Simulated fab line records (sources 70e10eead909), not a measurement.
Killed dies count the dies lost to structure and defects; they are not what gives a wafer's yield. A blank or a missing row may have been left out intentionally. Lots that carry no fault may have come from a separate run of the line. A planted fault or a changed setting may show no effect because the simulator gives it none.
Matching of chambers | flow nand-harc | rie-diel-13 running NHARC_A_CHANNEL_HOLE_D2_ETCH_38: 4 sister chambers
The step etches the open film in CF4, target depth 39 nm, time 65 s. 14 wafers are shown with their chamber, then 7 later ones without.

== EACH WAFER AND ITS CHAMBER ==
wafer  | chamber | drypump-motor-current-A (A) | oes-product-au (a.u.) | throttle-valve-pct (%)
L076.4 | 1       | 5.1                         | 0.986                 | 13.282
L076.5 | 0       | 5.4                         | 0.993                 | 13.286
L076.6 | 3       | 5.9                         | 1.007                 | 13.281
L081.1 | 0       | 5.4                         | 0.997                 | 13.266
L081.3 | 2       | 5.7                         | 1.009                 | 13.287
L081.5 | 3       | 5.9                         | 1.009                 | 13.294
L084.2 | 2       | 5.7                         | 1.023                 | 13.269
L084.5 | 3       | 5.8                         | 1.014                 | 13.287
L084.6 | 2       | 5.7                         | 1.026                 | 13.275
L086.1 | 3       | 5.8                         | 1.001                 | 13.285
L086.2 | 2       | 5.7                         | 1.010                 | 13.290
L086.5 | 1       | 5.0                         | 1.009                 | 13.296
L090.1 | 0       | 5.4                         | 0.999                 | 13.278
L090.2 | 2       | 5.7                         | 1.016                 | 13.285

SIGNATURES (means of the wafers above)
reading                 | chamber 0 | chamber 1 | chamber 2 | chamber 3 | scatter within a chamber
drypump-motor-current-A | 5.400     | 5.050     | 5.700     | 5.850     | 0.0387
oes-product-au          | 0.99633   | 0.99750   | 1.01680   | 1.00775   | 0.00775
throttle-valve-pct      | 13.27667  | 13.28900  | 13.28120  | 13.28675  | 0.00838
Rule: for each reading, subtract the chamber's mean from the wafer's reading, divide by that reading's scatter and square the result; add these up over the readings and take the root, which gives the wafer's distance from the chamber. The wafer belongs to the nearest chamber; if the next one is less than 2 further off, it can't be placed. The scatter: the root of (the sum of the squares of (reading less its chamber's mean) over the shown wafers, divided by (wafers less chambers)).

== WAFERS WITH NO CHAMBER GIVEN ==
wafer  | drypump-motor-current-A (A) | oes-product-au (a.u.) | throttle-valve-pct (%)
L090.6 | 5.9                         | 0.998                 | 13.291
L093.2 | 5.7                         | 1.009                 | 13.298
L093.3 | 5.3                         | 1.000                 | 13.295
L093.4 | 5.8                         | 0.989                 | 13.284
L096.2 | 5.9                         | 0.990                 | 13.283
L096.4 | 5.7                         | 1.016                 | 13.299
L096.5 | 5.9                         | 0.982                 | 13.290

== EACH ONE'S CHAMBER ==
wafer  | from the rows above     | in truth
L090.6 | 3                       | 3
L093.2 | can't be placed: 2 or 3 | 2
L093.3 | 0                       | 0
L093.4 | can't be placed: 3 or 2 | 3
L096.2 | 3                       | 3
L096.4 | 2                       | 2
L096.5 | 3                       | 3
5 of 7 placed correctly. These rows do not allow placing 2 (true chamber among the candidates in 2). Placed wrongly: 0.
